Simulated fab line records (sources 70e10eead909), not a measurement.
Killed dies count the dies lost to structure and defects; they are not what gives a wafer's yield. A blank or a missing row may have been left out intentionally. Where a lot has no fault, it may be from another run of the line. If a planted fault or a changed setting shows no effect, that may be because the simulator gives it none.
What tool caused it?	flow nandHarc	6 lots (18 wafers sampled), 1 step of a 1302-step route

## WHAT THE GAUGES READ, wafer by wafer
NHARC_P_M1_CD_MEAS_09: target cd 130 nm.
lot	measured	on	cdNm (nm)
L635	day 7 06:09	cdSem-02	130.8 130.8 129.7
L638	day 8 11:58	cdSem-03	130.2 129.5 130.2
L640	day 9 01:03	cdSem-03	130.5 130.4 130.2
L647	day 12 05:42	cdSem-03	130.5 129.3 129.8
L651	day 13 19:17	cdSem-02	131.1 131.1 130.3
L654	day 14 19:06	cdSem-01	130.4 129.8 131.3

## TOOL THAT RAN EACH LOT (tool first, then ch and the chambers of the sampled wafers, then the start)
Record: no process step prior to these readings.

## THE ANSWER, worked out from the rows above alone
Rule: usual is defined by the lots themselves. The widest of any qualifying gaps counts: lots, ordered by their means at a reading, are off when they make up no more than a third of the lots, leave a main group of 4 or more, and stand apart from it by 3 or more times the standard deviation of that group's means. A main group is skipped when, at the precision printed for the reading in the tables above, its means are all equal. A lot without any number at a reading at which 4 lots or more have one is off too. The other lots that the step has rows for count as sound.
Across all readings shown, no lot is off: no conclusion can be drawn from this.

## WHAT THE SIMULATOR PUT IN
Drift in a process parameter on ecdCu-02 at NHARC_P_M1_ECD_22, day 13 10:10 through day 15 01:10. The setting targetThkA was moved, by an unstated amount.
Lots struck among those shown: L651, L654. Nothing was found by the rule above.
